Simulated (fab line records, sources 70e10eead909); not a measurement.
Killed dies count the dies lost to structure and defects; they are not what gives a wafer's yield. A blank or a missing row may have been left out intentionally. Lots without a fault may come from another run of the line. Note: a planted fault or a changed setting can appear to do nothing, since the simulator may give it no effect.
Matching of chambers -- flow nand-harc -- pecvd-04 running NHARC_A_M0_DEP_32: 3 sister chambers
The step deposits SiCN, target thk 30 nm. 6 wafers are shown with their chamber, then 11 later ones without.

WAFERS, EACH WITH ITS CHAMBER
wafer,chamber,showerhead-vpp-V (V),heater-power-w (W)
L082.1,0,1409,556
L082.4,0,1419,568
L080.4,2,1275,531
L084.2,2,1278,556
L084.4,1,1317,651
L087.2,1,1316,591

WAFERS WHOSE CHAMBER IS MISSING
wafer,showerhead-vpp-V (V),heater-power-w (W)
L087.4,1436,585
L087.5,1252,587
L092.1,1320,674
L092.5,1332,660
L092.6,1282,530
L095.3,1285,580
L095.5,1287,580
L095.6,1453,512
L097.2,1312,691
L097.3,1295,593
L097.4,1338,672

THE CHAMBER EACH PASSED THROUGH
wafer,from the rows above,in truth
L087.4,0,0
L087.5,2,2
L092.1,1,1
L092.5,1,1
L092.6,2,2
L095.3,2,2
L095.5,2,2
L095.6,0,0
L097.2,1,1
L097.3,can't be placed: 2 or 1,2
L097.4,1,1
Correct placement for 10 of the 11. From these rows, 1 cannot be placed; in 1 the true chamber is one of the candidates. Wrongly placed: 0.
How it was worked out, from the rows above alone: a wafer's distance from a chamber is the root of the sum, over the readings, of the square of ((its reading less the chamber's mean) divided by the reading's scatter). If the next closest chamber is less than 2 further off than the closest, the wafer can't be placed; otherwise it belongs to the closest. For every chamber, the mean is computed from those of its wafers that are shown. The scatter: the root of (the sum of the squares of (reading less its chamber's mean) over the shown wafers, divided by (wafers less chambers)).
